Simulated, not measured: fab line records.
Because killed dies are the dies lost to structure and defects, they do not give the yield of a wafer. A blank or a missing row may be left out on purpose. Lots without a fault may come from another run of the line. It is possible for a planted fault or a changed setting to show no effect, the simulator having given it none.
Chamber matching ; flow n5Finfet ; 4 sister chambers for N5_DUMMY_GATE_STRIP_48 on rieDiel-05
The step strips in N2/H2, time 20 s. 27 wafers are shown with their chamber, then 12 later ones without.

== WAFERS PAIRED WITH THEIR CHAMBERS ==
wafer;chamber;drypumpMotorCurrentA (A);showerheadPlenumPTorr (Torr);throttleValvePct (%)
L074.1;3;5.8;3.54;11.87
L074.4;2;5.3;3.33;12.47
L074.6;3;5.8;3.54;11.88
L075.1;3;5.8;3.54;11.86
L075.4;2;5.3;3.33;12.47
L075.5;3;5.8;3.54;11.85
L076.1;1;6.0;3.38;11.83
L076.2;3;5.8;3.54;11.87
L076.3;0;5.1;3.54;11.99
L076.4;3;5.8;3.54;11.86
L076.5;0;5.1;3.54;12.00
L076.6;1;6.0;3.38;11.85
L078.1;0;5.0;3.53;12.00
L078.4;0;5.1;3.53;12.00
L078.6;3;5.8;3.54;11.88
L083.1;0;5.0;3.53;12.04
L083.4;2;5.3;3.32;11.86
L083.6;2;5.3;3.32;11.87
L084.2;1;6.0;3.37;11.88
L084.3;2;5.3;3.32;11.87
L084.5;2;5.3;3.32;11.87
L086.1;3;5.8;3.53;11.92
L086.4;0;5.0;3.53;12.05
L086.5;1;6.0;3.37;11.88
L088.1;1;6.0;3.37;11.88
L088.4;1;6.0;3.37;11.90
L088.6;3;5.8;3.53;11.92

SIGNATURES (means of the wafers above)
reading;chamber 0;chamber 1;chamber 2;chamber 3;scatter within a chamber
drypumpMotorCurrentA;5.050;6.000;5.300;5.800;0.0255
showerheadPlenumPTorr;3.5333;3.3733;3.3233;3.5378;0.00491
throttleValvePct;12.0133;11.8700;12.0683;11.8789;0.147
Rule: distance of a wafer from a chamber = root of the sum over the readings of ((wafer's reading minus chamber's mean) / reading's scatter) squared. The wafer belongs to the nearest chamber; if the next one is less than 2 further off, it can't be placed. The scatter: take each reading less its chamber's mean, square it, sum over the shown wafers, divide by the number of wafers less the number of chambers, and take the root.

== WAFERS WHOSE CHAMBER IS MISSING ==
wafer;drypumpMotorCurrentA (A);showerheadPlenumPTorr (Torr);throttleValvePct (%)
L089.3;6.0;3.37;11.89
L089.4;5.8;3.53;11.93
L089.6;6.0;3.37;11.90
L091.2;5.3;3.31;11.90
L091.3;5.8;3.53;11.93
L091.4;5.1;3.52;12.07
L093.2;5.8;3.53;11.97
L093.3;5.0;3.52;12.08
L093.4;6.0;3.36;11.91
L096.2;5.3;3.31;11.91
L096.4;5.0;3.52;12.08
L096.6;6.0;3.36;11.93

== WHICH CHAMBER EACH WENT THROUGH ==
wafer;from the rows above;in truth
L089.3;1;1
L089.4;3;3
L089.6;1;1
L091.2;2;2
L091.3;3;3
L091.4;0;0
L093.2;3;3
L093.3;0;0
L093.4;1;1
L096.2;2;2
L096.4;0;0
L096.6;1;1
12 of 12 placed correctly. Can't be placed from these rows: 0. 0 placed wrongly.
